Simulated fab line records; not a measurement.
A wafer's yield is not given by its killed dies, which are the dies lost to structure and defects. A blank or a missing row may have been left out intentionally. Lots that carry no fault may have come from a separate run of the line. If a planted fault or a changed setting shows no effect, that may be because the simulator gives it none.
fab line records -- flow n5Finfet
record lots=4, wafers=12, lastDay=17
route steps=1938 shown BEOL_M4@1099 BEOL_M5@1112 BEOL_M14@1765 PASSIVATION@1936
lots that met no fault: taken from a fault-free run of the same line
startH: start of the lot's first displayed wafer, in hours after the record's first day -- waitH: hours elapsed since this lot's preceding step -- " repeats the value in the row above -- L1.1+2: one row covering several wafers at once -- - no value, or no start was given -- * or withheld: withheld -- < > ~ a bound
route shown NAME@n: a module of which the file shows steps, and the number in the route of the first -- usual: mean and standard deviation over wafers with no fault -- same: alike in all rows -- chamber/n: place in a boat -- sites: readings site by site -- _std_site: standard deviation across them -- _edge_site: outer sites' mean less inner sites' -- radiusMm: for every site, how far away it sits from the centre of the wafer -- mask NAME#n: copy n -- behind: the most recent tool/chamber to have shaped the wafer -- hold: reason for holding the lot/hours on hold/outcome of the hold -- device: the transistor (n, p or np) that didn't switch -- end of line: tests run on the same wafers once the route is complete -- step lacking rows: just its recipe -- killed: count of dies lost to structure and defects at first sort (not the wafer's yield) -- map: the dies of a wafer, with x for killed, . for not killed, _ for no die there
set.NAME: the setting that was run; set.NAME@STEP: the one run at that earlier step -- model.NAME: the simulator's own value behind a step, which no gauge read
lots at some steps of the route; a table a step, a row a wafer
services: the hour from which a tool's chamber was out of use, counted from the record's first day as startH (under 0 if before that day), plus the number of hours and why
## steps
# step N5_BEOL_M4_ANNEAL_95
# recipe tempC=400, timeS=240, ambient=vacuum
# step N5_BEOL_M4_SPUTTER_96
# recipe material=Cu, targetThkA=45, tempC=-20, chamberPressurePa=0.07, powerW=withheld, timeS=8.29
# step N5_BEOL_M4_ECD_50
# recipe material=Cu, targetThkA=3000
# step N5_BEOL_M4_ANNEAL_51
# recipe tempC=225, timeS=90, ambient=N2
# step N5_BEOL_M4_CMP_52
# recipe stopOn=SiOC, tOverpolishS=6.8, downForcePsi=1, platenRpm=50, clearingPlatenDownForcePsi=1.5, clearingPlatenRpm=50, postCmpClean=cuAlkaline, targetThkNm=40, clearingPlatenPadVelocityMS=0.99484, padVelocityMS=0.99484
# step N5_BEOL_M4_PRE_CLEAN_60
# recipe gas=NH3/H2, timeS=15, tempC=*, rfPowerW=300
# step N5_BEOL_M4_CO_CAP_55
# recipe material=Co, targetThkA=20, tempC=200, precursor=CCTBA/H2, pressureTorr=30, timeS=102.1
# step N5_BEOL_M4_PRE_CLEAN_56
# recipe gas=NH3, timeS=15, tempC=withheld, rfPowerW=300
# step N5_BEOL_M4_DEP_57
# recipe material=SiCN, targetThkA=80, tempC=withheld, precursor=3MS/NH3, pressureTorr=3, rfW=202, timeS=14
# step N5_BEOL_M4_RC_MEAS_101
# usual DIBL_N=36.8/1.5, DIBL_P=37.1/2.1, IOFF_N=0.168/0.03, IOFF_P=0.22/0.034, ION_N=679/12, ION_P=466/8, SS_N=71.7/0.58, SS_P=73.5/0.67, VT_N=248.8/2.7, VT_P=-250/3.3
lot.wafer,tool,chamber,startH,waitH,DIBL_N[mV/V],DIBL_P[mV/V],IOFF_N[nA/um],IOFF_P[nA/um],ION_N[uA/um],ION_P[uA/um],SS_N[mV/dec],SS_P[mV/dec],VT_N[mV],VT_P[mV]
L977.1,prober-01,0,209.20,0.0,36.1,35.1,0.153,0.15,668,446,71.9,73.0,251.3,-255
L977.3,prober-01,0,209.20,0.0,36.7,36.8,0.161,0.19,680,456,71.6,73.4,250.4,-256
L977.5,prober-01,0,209.20,0.0,35.4,36.2,0.139,0.17,661,450,71.1,72.7,250.4,-256
L976.2,prober-02,0,212.14,0.2,34.8,35.9,0.152,0.19,688,467,71.1,73.3,249.8,-251
L976.3,prober-02,0,212.14,0.2,38.1,39.1,0.217,0.24,690,470,72.6,73.7,248.9,-250
L976.5,prober-02,0,212.14,0.2,34.6,36.0,0.149,0.19,682,468,71.4,73.6,248.1,-252
L988.1,prober-02,0,294.46,0.0,38.6,37.1,0.166,0.19,668,448,72.1,74.1,251.5,-256
L988.4,prober-02,0,294.46,0.0,36.1,33.6,0.122,0.14,654,441,71.7,72.8,254.6,-260
L988.5,prober-02,0,294.46,0.0,38.1,36.7,0.153,0.17,668,449,72.3,73.7,252.0,-260
L990.2,prober-02,0,296.74,0.2,38.0,37.6,0.201,0.27,688,467,72.2,73.3,247.5,-246
L990.3,prober-02,0,296.74,0.2,34.4,33.6,0.137,0.19,673,464,71.1,72.2,249.0,-251
L990.6,prober-02,0,296.74,0.2,37.1,36.5,0.189,0.25,692,475,71.8,73.0,245.8,-245
# step N5_BEOL_M5_ILD_DEP_00
# recipe material=SiCOH_lowk, targetThkA=1406.4, tempC=300, precursor=DEMS/porogen, pressureTorr=5, rfW=500, timeS=25.9
# step N5_BEOL_M5_CURE_79
# recipe tempC=385, timeS=240, ambient=He/Ar, material=SiCOH_lowk
# step N5_BEOL_M5_PECVD_70
# recipe material=SiO2, targetThkA=160, tempC=400, precursor=TEOS/O2, pressureTorr=5.5, rfW=450, teosFlowSccm=53.8, gas=O2, flowSccm=3000, timeS=18
# step N5_BEOL_M5_HM_DEP_02
# recipe material=TiN, targetThkA=200, tempC=25, chamberPressurePa=0.49996
# step N5_BEOL_M5_COAT_59
# recipe resist=SOC, tempC=250, timeS=60, spinRpm=1500, resistThkNm=60
# step N5_BEOL_M5_COAT_60
# recipe resist=SiARC, tempC=220, timeS=60, spinRpm=1500, resistThkNm=12
# step N5_BEOL_M5_COAT_71
# recipe resist=underlayer, tempC=205, timeS=60, spinRpm=1500, resistThkNm=5
# step N5_BEOL_M5_COAT_05
# recipe resist=CAR-EUV, spinRpm=1500, resistThkNm=30
# step N5_BEOL_M5_EBR_07
# recipe solvent=PGMEA, ebrWidthMm=1.5
# step N5_BEOL_M5_SOFTBAKE_06
# recipe tempC=110, timeS=60, resist=CAR-EUV
# step N5_BEOL_M5_EXPOSE_08
# recipe maskId=M5, na=0.33, sourceShape=annular, sigmaInner=0.4, sigmaOuter=0.8, polarization=unpolarized, targetCdNm=28, doseMj=35.75
# step N5_BEOL_M5_PEB_09
# recipe pebTempC=100, pebTimeS=60, resist=CAR-EUV
# step N5_BEOL_M5_DEVELOP_10
# recipe developTimeS=30, developer=TMAH, resist=CAR-EUV, rinseLiquid=surfactantRinse, dry=airSpin, devTempC=23
# step N5_BEOL_M5_DESCUM_16
# recipe chemistry=O2, timeS=7, sourcePowerW=50, biasPowerW=20, pressureMtorr=20, rfFrequencyHz=2.712e+07, tempC=40, resist=CAR-EUV, o2FlowSccm=225
# step N5_BEOL_M5_ETCH_72
# recipe chemistry=N2/H2, target=underlayer, targetDepthA=65, maskMaterial=CAR-EUV, timeS=5.2, ionEnergyEv=200, pressureMtorr=30, sourceW=840, biasW=150, n2FlowSccm=200, h2FlowSccm=200, ends=cleared
# step N5_BEOL_M5_ETCH_61
# recipe chemistry=CF4, target=SiARC, targetDepthA=156, maskMaterial=CAR-EUV, timeS=26, ionEnergyEv=80, pressureMtorr=40, sourceW=545, biasW=36, Ar_flow_sccm=100, cf4FlowSccm=100, ends=cleared
# step N5_BEOL_M5_ETCH_62
# recipe chemistry=N2/H2, target=SOC, targetDepthA=750, overetchA=150, maskMaterial=SiARC, tempC=40, timeS=112.5, ionEnergyEv=200, pressureMtorr=30, sourceW=840, biasW=150, n2FlowSccm=200, h2FlowSccm=200
# step N5_BEOL_M5_STRIP_63
# recipe chemistry=N2/H2, tempC=40, n2FlowSccm=200, h2FlowSccm=200, rfFrequencyHz=6e+07
# step N5_BEOL_M5_STRIP_73
# recipe chemistry=N2/H2, tempC=40, n2FlowSccm=200, h2FlowSccm=200, rfFrequencyHz=6e+07
# step N5_BEOL_M5_STRIP_64
# recipe chemistry=CF4, resist=SiARC, powerW=300, biasPowerW=75, pressureMtorr=50, cf4FlowSccm=150, rfFrequencyHz=6e+07
# step N5_BEOL_M5_HM_OPEN_17
# recipe chemistry=Cl2/BCl3, targetDepthA=200, overetchA=60, target=TiN, maskMaterial=SOC, ionEnergyEv=150, pressureMtorr=10, icpW=1000, biasW=126, Cl2_flow_sccm=53.25, bcl3FlowSccm=21.75, Ar_flow_sccm=25
# step N5_BEOL_M5_STRIP_19
# recipe chemistry=O2, powerW=400, tempC=40, pressureMtorr=30, rfFrequencyHz=6e+07, biasPowerW=0, overashFraction=0.2, o2FlowSccm=225
# step N5_BEOL_M5_COAT_65
# recipe resist=SOC, tempC=250, timeS=60, spinRpm=1500, resistThkNm=60
# step N5_BEOL_M5_COAT_66
# recipe resist=SiARC, tempC=220, timeS=60, spinRpm=1500, resistThkNm=12
# step N5_BEOL_M14_ECD_47
# recipe material=Cu, targetThkA=12480
lot.wafer,tool,chamber,startH,waitH
L977.1+3+5,ecdCu-01,"1,0,1",281.54,0.1
L976.2+3+5,ecdCu-01,"1,1,0",287.79,0.1
L988.1+4+5,ecdCu-02,"0,0,1",378.72,0.1
L990.2+3+6,ecdCu-01,"0,1,1",381.98,0.1
# step N5_BEOL_M14_CMP_49
# recipe stopOn=SiO2, tOverpolishS=5.2, downForcePsi=2, platenRpm=80, clearingPlatenDownForcePsi=2, clearingPlatenRpm=80, postCmpClean=cuAlkaline, targetThkNm=560, clearingPlatenPadVelocityMS=1.5917, padVelocityMS=1.5917
# usual motorCurrentA=8.2/0.95, padLifeWafers=1321/520, timeToEndpointS=123/4.7
lot.wafer,tool,chamber,startH,waitH,motorCurrentA,padLifeWafers,timeToEndpointS
L977.3,cmp-01,0,282.02,0.2,8.0,1668,10
L977.1,cmp-01,3,282.02,0.2,10.1,1671,9
L977.5,cmp-01,0,282.02,0.2,7.8,-,12
L976.3,cmp-04,2,288.35,0.2,8.5,734,9
L976.2,cmp-04,3,288.35,0.2,7.9,735,10
L976.5,cmp-04,1,288.35,0.2,7.8,-,12
L988.4,cmp-02,1,379.26,0.2,8.5,2065,124
L988.1,cmp-02,3,379.26,0.2,7.3,2067,124
L988.5,cmp-02,0,379.26,0.2,8.1,-,116
L990.2,cmp-02,1,382.48,0.2,8.6,2100,117
L990.3,cmp-02,0,382.48,0.2,8.9,2103,115
L990.6,cmp-02,2,382.48,0.2,10.0,-,125
# step N5_BEOL_M14_THK_MEAS_50
# recipe thkMeasGauge=xrf, reads=Cu_of_BEOL_M14_ECD_47
# usual M14_THK=558/15
lot.wafer,tool,chamber,startH,waitH,M14_THK[nm]
L977.1,filmMetro-02,-,282.32,-,-
L977.3,filmMetro-02,-,282.32,-,-
L977.5,filmMetro-02,-,282.32,-,-
L976.2,filmMetro-01,-,288.57,-,-
L976.3,filmMetro-01,-,288.57,-,-
L976.5,filmMetro-01,-,288.57,-,-
L988.1,filmMetro-01,-,379.51,-,545
L988.4,filmMetro-01,-,379.51,-,552
L988.5,filmMetro-01,-,379.51,-,544
L990.2,filmMetro-01,-,382.78,-,561
L990.3,filmMetro-01,-,382.78,-,560
L990.6,filmMetro-01,-,382.78,-,546
# step N5_BEOL_M14_RS_MEAS_54
# recipe thkMeasGauge=four-point-probe, reads=Cu_of_BEOL_M14_ECD_47+Ta_of_BEOL_M14_SPUTTER_44+TaN_of_BEOL_M14_SPUTTER_43
# usual M14_RS=0.0327/0.00085
lot.wafer,tool,chamber,startH,waitH,M14_RS[ohm/sq]
L977.1,filmMetro-01,-,282.45,0.0,32.707
L977.3,filmMetro-01,-,282.45,0.0,32.491
L977.5,filmMetro-01,-,282.45,0.0,33.002
L976.2,filmMetro-02,-,288.70,0.1,32.528
L976.3,filmMetro-02,-,288.70,0.1,31.924
L976.5,filmMetro-02,-,288.70,0.1,32.104
L988.1,filmMetro-01,-,379.64,0.0,0.0336
L988.4,filmMetro-01,-,379.64,0.0,0.0335
L988.5,filmMetro-01,-,379.64,0.0,0.0339
L990.2,filmMetro-01,-,382.91,0.1,0.0329
L990.3,filmMetro-01,-,382.91,0.1,0.0328
L990.6,filmMetro-01,-,382.91,0.1,0.0336
# step N5_PASSIVATION_PROBE_49
# usual defectLimitedYield=91.0/1.5, killed_at_M0_to_M3=34/11, killed_at_M4_up=14/5.3, killedAtContacts=13/7, killedAtFrontEnd=41/13, killedAtOther=4/3.1, killedDies=106/17, killedOnRim=14/3.9, killedOpen=70/12, killedShort=35/8, sort_bin_5_function=5.2/0.98, sort_bin_6_memory=3.4/0.69, sort_bin_8_speed=0.00/0.007, sortNPass=1074/17, sortYieldPct=91.0/1.5
# same grossDies=1180, killedAtBackSide=0, sort_bin_4_leakage[%]=0
lot.wafer,tool,chamber,startH,waitH,defectLimitedYield[%],killed_at_M0_to_M3,killed_at_M4_up,killedAtContacts,killedAtFrontEnd,killedAtOther,killedDies,killedOnRim,killedOpen,killedShort,sort_bin_5_function[%],sort_bin_6_memory[%],sort_bin_8_speed[%],sortNPass,sortYieldPct[%]
L977.1,prober-01,-,302.51,0.0,0,42,1090,6,40,2,1180,152,63,38,96.2,3.6,0,0,0
L977.3,prober-01,-,302.61,0.1,0,41,1090,11,34,4,1180,152,56,39,96.5,3.4,0,0,0
L977.5,prober-01,-,302.71,0.2,0,29,1123,10,18,0,1180,152,53,26,97.1,2.4,0,0,0
L976.2,prober-02,-,307.95,0.1,0,32,1105,17,24,2,1180,152,69,20,97.4,2.4,0,0,0
L976.3,prober-02,-,308.00,0.1,0,31,1099,23,26,1,1180,152,63,28,96.4,3.3,0,0,0
L976.5,prober-02,-,308.10,0.2,0,24,1094,31,30,1,1180,152,67,29,97.0,2.6,0,0,0
L990.2,prober-02,-,404.85,0.1,90.1,51,12,19,35,0,117,13,81,34,6.4,3.1,0,1063,90.1
L990.3,prober-02,-,404.90,0.1,88.6,71,9,19,36,0,135,20,95,38,6.8,4.3,0,1045,88.6
L990.6,prober-02,-,405.05,0.3,90.6,56,10,11,31,3,111,11,68,42,5.3,3.8,0,1069,90.6
# killed by level:class
L977.1 BEOL_M14:areaEcd=1078 STI_FIN_REVEAL:geometricParticle:open=11 BEOL_M0_SAQP:geometricParticle:open=10 BEOL_M0_SAQP:geometricParticle:short=8 FIN_SAQP:geometricParticle:open=7 BEOL_M1:geometricParticle:open=7 MOL_CONTACT_COAG:geometricParticle:open=5 BEOL_M2:geometricParticle:open=5
L977.3 BEOL_M14:areaEcd=1084 BEOL_M0_SAQP:geometricParticle:open=11 BEOL_M0_SAQP:geometricParticle:short=10 FIN_SAQP:geometricParticle:short=9 MOL_CONTACT_COAG:geometricParticle:open=7 BEOL_M1:geometricParticle:open=7 STI_FIN_REVEAL:geometricParticle:open=5 MOL_CONTACT_COAG:geometricParticle:short=4
L977.5 BEOL_M14:areaEcd=1100 BEOL_M4:geometricParticle:open=15 BEOL_M0_SAQP:geometricParticle:short=8 BEOL_M1:geometricParticle:open=8 MOL_CONTACT_COAG:geometricParticle:open=7 BEOL_M3:geometricParticle:open=4 GATE_CUT:geometricParticle:short=3 MOL_CONTACT_COAG:geometricParticle:short=3
L976.2 BEOL_M14:areaEcd=1090 MOL_CONTACT_COAG:geometricParticle:open=13 BEOL_M1:geometricParticle:open=13 BEOL_M4:geometricParticle:open=9 FIN_SAQP:geometricParticle:open=5 BEOL_M3:geometricParticle:open=5 STI_FIN_REVEAL:geometricParticle:open=4 ILD0:geometricParticle:open=4
L976.3 BEOL_M14:areaEcd=1087 MOL_CONTACT_COAG:geometricParticle:open=23 BEOL_M0_SAQP:geometricParticle:open=8 GATE_CUT:geometricParticle:short=7 BEOL_M0_SAQP:geometricParticle:short=6 BEOL_M2:geometricParticle:open=5 BEOL_M0:geometricParticle:open=4 BEOL_M3:geometricParticle:open=4
L976.5 BEOL_M14:areaEcd=1081 MOL_CONTACT_COAG:geometricParticle:open=23 STI_FIN_REVEAL:geometricParticle:open=14 MOL_CONTACT_COAG:geometricParticle:short=8 BEOL_M0:geometricParticle:open=5 BEOL_M1:geometricParticle:open=5 STARTING-WAFER:geometricParticle:short=4 BEOL_M0_SAQP:geometricParticle:short=4
L990.2 MOL_CONTACT_COAG:geometricParticle:open=15 BEOL_M0_SAQP:geometricParticle:open=13 FIN_SAQP:geometricParticle:open=11 BEOL_M2:geometricParticle:open=11 BEOL_M0_SAQP:geometricParticle:short=7 BEOL_M1:geometricParticle:open=7 BEOL_M4:geometricParticle:open=6 STARTING-WAFER:geometricParticle:short=6
L990.3 BEOL_M2:geometricParticle:open=22 MOL_CONTACT_COAG:geometricParticle:open=14 BEOL_M1:geometricParticle:open=12 BEOL_M0_SAQP:geometricParticle:short=12 FIN_SAQP:geometricParticle:open=11 BEOL_M0_SAQP:geometricParticle:open=11 DUMMY_GATE:geometricParticle:open=9 MOL_CONTACT_COAG:geometricParticle:short=5
L990.6 FIN_SAQP:geometricParticle:open=17 BEOL_M0_SAQP:geometricParticle:short=15 BEOL_M2:geometricParticle:open=12 BEOL_M0_SAQP:geometricParticle:open=10 FIN_SAQP:geometricParticle:short=10 MOL_CONTACT_COAG:geometricParticle:open=7 BEOL_M4:geometricParticle:open=6 BEOL_M1:geometricParticle:open=6
# map L976.2 (x killed, . not)
_________________xxxxxxxxxxxx________________
______________xxxxxxxxxxxxxxxxxx_____________
___________xxxxxxxxxxxxxxxxxxxxxxxx__________
__________xxxxxxxxxxxxxxxxxxxxxxxxxx_________
________xxxxxxxxxxxxxxxxxxxxxxxxxxxxxx_______
_______xxxxxxxxxxxxxxxxxxxxxxxxxxxxxxxx______
______xxxxxxxxxxxxxxxxxxxxxxxxxxxxxxxxxx_____
_____xxxxxxxxxxxxxxxxxxxxxxxxxxxxxxxxxxxx____
____xxxxxxxxxxxxxxxxxxxxxxxxxxxxxxxxxxxxxx___
___xxxxxxxxxxxxxxxxxxxxxxxxxxxxxxxxxxxxxxxx__
___xxxxxxxxxxxxxxxxxxxxxxxxxxxxxxxxxxxxxxxx__
__xxxxxxxxxxxxxxxxxxxxxxxxxxxxxxxxxxxxxxxxxx_
__xxxxxxxxxxxxxxxxxxxxxxxxxxxxxxxxxxxxxxxxxx_
_xxxxxxxxxxxxxxxxxxxxxxxxxxxxxxxxxxxxxxxxxxxx
_xxxxxxxxxxxxxxxxxxxxxxxxxxxxxxxxxxxxxxxxxxxx
_xxxxxxxxxxxxxxxxxxxxxxxxxxxxxxxxxxxxxxxxxxxx
_xxxxxxxxxxxxxxxxxxxxxxxxxxxxxxxxxxxxxxxxxxxx
_xxxxxxxxxxxxxxxxxxxxxxxxxxxxxxxxxxxxxxxxxxxx
_xxxxxxxxxxxxxxxxxxxxxxxxxxxxxxxxxxxxxxxxxxxx
_xxxxxxxxxxxxxxxxxxxxxxxxxxxxxxxxxxxxxxxxxxxx
_xxxxxxxxxxxxxxxxxxxxxxxxxxxxxxxxxxxxxxxxxxxx
__xxxxxxxxxxxxxxxxxxxxxxxxxxxxxxxxxxxxxxxxxx_
__xxxxxxxxxxxxxxxxxxxxxxxxxxxxxxxxxxxxxxxxxx_
___xxxxxxxxxxxxxxxxxxxxxxxxxxxxxxxxxxxxxxxx__
___xxxxxxxxxxxxxxxxxxxxxxxxxxxxxxxxxxxxxxxx__
____xxxxxxxxxxxxxxxxxxxxxxxxxxxxxxxxxxxxxx___
_____xxxxxxxxxxxxxxxxxxxxxxxxxxxxxxxxxxxx____
______xxxxxxxxxxxxxxxxxxxxxxxxxxxxxxxxxx_____
_______xxxxxxxxxxxxxxxxxxxxxxxxxxxxxxxx______
________xxxxxxxxxxxxxxxxxxxxxxxxxxxxxx_______
__________xxxxxxxxxxxxxxxxxxxxxxxxxx_________
___________xxxxxxxxxxxxxxxxxxxxxxxx__________
______________xxxxxxxxxxxxxxxxxx_____________
_________________xxxxxxxxxxxx________________
# map L977.1 (x killed, . not)
_________________xxxxxxxxxxxx________________
______________xxxxxxxxxxxxxxxxxx_____________
___________xxxxxxxxxxxxxxxxxxxxxxxx__________
__________xxxxxxxxxxxxxxxxxxxxxxxxxx_________
________xxxxxxxxxxxxxxxxxxxxxxxxxxxxxx_______
_______xxxxxxxxxxxxxxxxxxxxxxxxxxxxxxxx______
______xxxxxxxxxxxxxxxxxxxxxxxxxxxxxxxxxx_____
_____xxxxxxxxxxxxxxxxxxxxxxxxxxxxxxxxxxxx____
____xxxxxxxxxxxxxxxxxxxxxxxxxxxxxxxxxxxxxx___
___xxxxxxxxxxxxxxxxxxxxxxxxxxxxxxxxxxxxxxxx__
___xxxxxxxxxxxxxxxxxxxxxxxxxxxxxxxxxxxxxxxx__
__xxxxxxxxxxxxxxxxxxxxxxxxxxxxxxxxxxxxxxxxxx_
__xxxxxxxxxxxxxxxxxxxxxxxxxxxxxxxxxxxxxxxxxx_
_xxxxxxxxxxxxxxxxxxxxxxxxxxxxxxxxxxxxxxxxxxxx
_xxxxxxxxxxxxxxxxxxxxxxxxxxxxxxxxxxxxxxxxxxxx
_xxxxxxxxxxxxxxxxxxxxxxxxxxxxxxxxxxxxxxxxxxxx
_xxxxxxxxxxxxxxxxxxxxxxxxxxxxxxxxxxxxxxxxxxxx
_xxxxxxxxxxxxxxxxxxxxxxxxxxxxxxxxxxxxxxxxxxxx
_xxxxxxxxxxxxxxxxxxxxxxxxxxxxxxxxxxxxxxxxxxxx
_xxxxxxxxxxxxxxxxxxxxxxxxxxxxxxxxxxxxxxxxxxxx
_xxxxxxxxxxxxxxxxxxxxxxxxxxxxxxxxxxxxxxxxxxxx
__xxxxxxxxxxxxxxxxxxxxxxxxxxxxxxxxxxxxxxxxxx_
__xxxxxxxxxxxxxxxxxxxxxxxxxxxxxxxxxxxxxxxxxx_
___xxxxxxxxxxxxxxxxxxxxxxxxxxxxxxxxxxxxxxxx__
___xxxxxxxxxxxxxxxxxxxxxxxxxxxxxxxxxxxxxxxx__
____xxxxxxxxxxxxxxxxxxxxxxxxxxxxxxxxxxxxxx___
_____xxxxxxxxxxxxxxxxxxxxxxxxxxxxxxxxxxxx____
______xxxxxxxxxxxxxxxxxxxxxxxxxxxxxxxxxx_____
_______xxxxxxxxxxxxxxxxxxxxxxxxxxxxxxxx______
________xxxxxxxxxxxxxxxxxxxxxxxxxxxxxx_______
__________xxxxxxxxxxxxxxxxxxxxxxxxxx_________
___________xxxxxxxxxxxxxxxxxxxxxxxx__________
______________xxxxxxxxxxxxxxxxxx_____________
_________________xxxxxxxxxxxx________________
## services
tool,chamber,startH,hours,kind
cmp-01,-,258.15,6.5,pm
cmp-04,-,269.06,3.8,repair
cmp-01,-,277.37,1.1,repair
cmp-02,-,279.47,6.2,repair
ecdCu-02,-,287.44,1.0,repair
cmp-04,-,301.03,0.6,repair
cmp-01,-,322.87,0.9,repair
cmp-01,-,345.49,4.0,pm
cmp-01,-,349.49,-,consumableReplace:conditioner
cmp-01,-,349.49,-,consumableReplace:pad
ecdCu-01,-,378.79,1.3,repair
cmp-01,-,379.69,8.1,pm
## key
firstSign step=N5_BEOL_M14_CMP_49, reading=timeToEndpointS, direction=down, sigmas=24, usual=*, struck=*
effect step=N5_BEOL_M14_THK_MEAS_50, reading=M14_THK, direction=missing
effect step=N5_BEOL_M14_RS_MEAS_54, reading=M14_RS, direction=up, sigmas=99+, usual=0.0327, struck=32.459
effect step=N5_PASSIVATION_PROBE_49, reading=killed_at_M4_up, direction=up, sigmas=99+, usual=14, struck=1100
moreKillsBornAt N5_BEOL_M14_ECD_47@ecdCu-01=6520
metAt N5_BEOL_M14_ECD_47
struckWafers L976.2,L976.3,L976.5,L977.1,L977.3,L977.5
laterRowsLeftOut L976.2,L976.3,L976.5,L977.1,L977.3,L977.5
fault kind=skippedStepWhole, tool=ecdCu-01, chamber=-, onsetH=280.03, steps=N5_BEOL_M14_ECD_47, scope=struckLotsOnly
# laterRowsLeftOut: the simulator's readings of these wafers behind a module that went badly wrong aren't trusted and aren't shown, but for the sort
